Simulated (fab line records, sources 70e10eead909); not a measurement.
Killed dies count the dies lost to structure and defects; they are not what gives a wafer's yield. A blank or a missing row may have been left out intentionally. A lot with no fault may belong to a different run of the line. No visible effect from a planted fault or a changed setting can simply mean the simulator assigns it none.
Matching of chambers + flow nand harc + NHARC_THIN_TSV_PRECLEAN_41 on wet bench-08: 7 sister chambers
The step cleans in SC1. 13 wafers are shown with their chamber, then 7 later ones without.

== WAFERS PAIRED WITH THEIR CHAMBERS ==
| wafer  | chamber | bath guard temp C (C) |
|--------|---------|-----------------------|
| L546.6 | 2       | 49.7                  |
| L545.2 | 5       | 49.5                  |
| L545.6 | 1       | 49.9                  |
| L550.3 | 4       | 50.5                  |
| L550.4 | 1       | 49.6                  |
| L550.6 | 2       | 49.5                  |
| L553.1 | 6       | 49.6                  |
| L553.2 | 0       | 50.7                  |
| L553.5 | 5       | 49.8                  |
| L554.3 | 4       | 50.6                  |
| L554.5 | 0       | 50.6                  |
| L554.6 | 7       | 50.6                  |
| L558.2 | 6       | 49.5                  |

== WAFERS MISSING THEIR CHAMBER ==
| wafer  | bath guard temp C (C) |
|--------|-----------------------|
| L558.3 | 50.2                  |
| L558.4 | 49.0                  |
| L562.1 | 50.2                  |
| L562.2 | 49.3                  |
| L562.5 | 49.1                  |
| L564.4 | 49.4                  |
| L564.6 | 49.6                  |

== WHICH CHAMBER EACH ONE RAN IN ==
| wafer  | from the rows above                         | in truth |
|--------|---------------------------------------------|----------|
| L558.3 | can't be placed: 4 or 7 or 0 or 1 or 5 or 2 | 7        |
| L558.4 | can't be placed: 6 or 2 or 5 or 1           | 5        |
| L562.1 | can't be placed: 4 or 7 or 0 or 1 or 5 or 2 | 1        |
| L562.2 | can't be placed: 6 or 2 or 5 or 1           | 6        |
| L562.5 | can't be placed: 6 or 2 or 5 or 1           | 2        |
| L564.4 | can't be placed: 6 or 2 or 5 or 1           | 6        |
| L564.6 | can't be placed: 2 or 5 or 6 or 1           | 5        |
Placed correctly: 0 of 7. From these rows, 7 cannot be placed; in 7 the true chamber is one of the candidates. Number placed wrongly: 0.
How it was worked out, from the rows above alone: a wafer's distance from a chamber is the root of the sum, over the readings, of the square of ((its reading less the chamber's mean) divided by the reading's scatter). The wafer belongs to the nearest chamber; if the next one is less than 2 further off, it can't be placed. For every chamber, the mean is computed from those of its wafers that are shown. How the scatter is found: for the shown wafers, subtract from each reading the mean of its chamber, square and add these, divide the total by (wafers less chambers), then take the root.
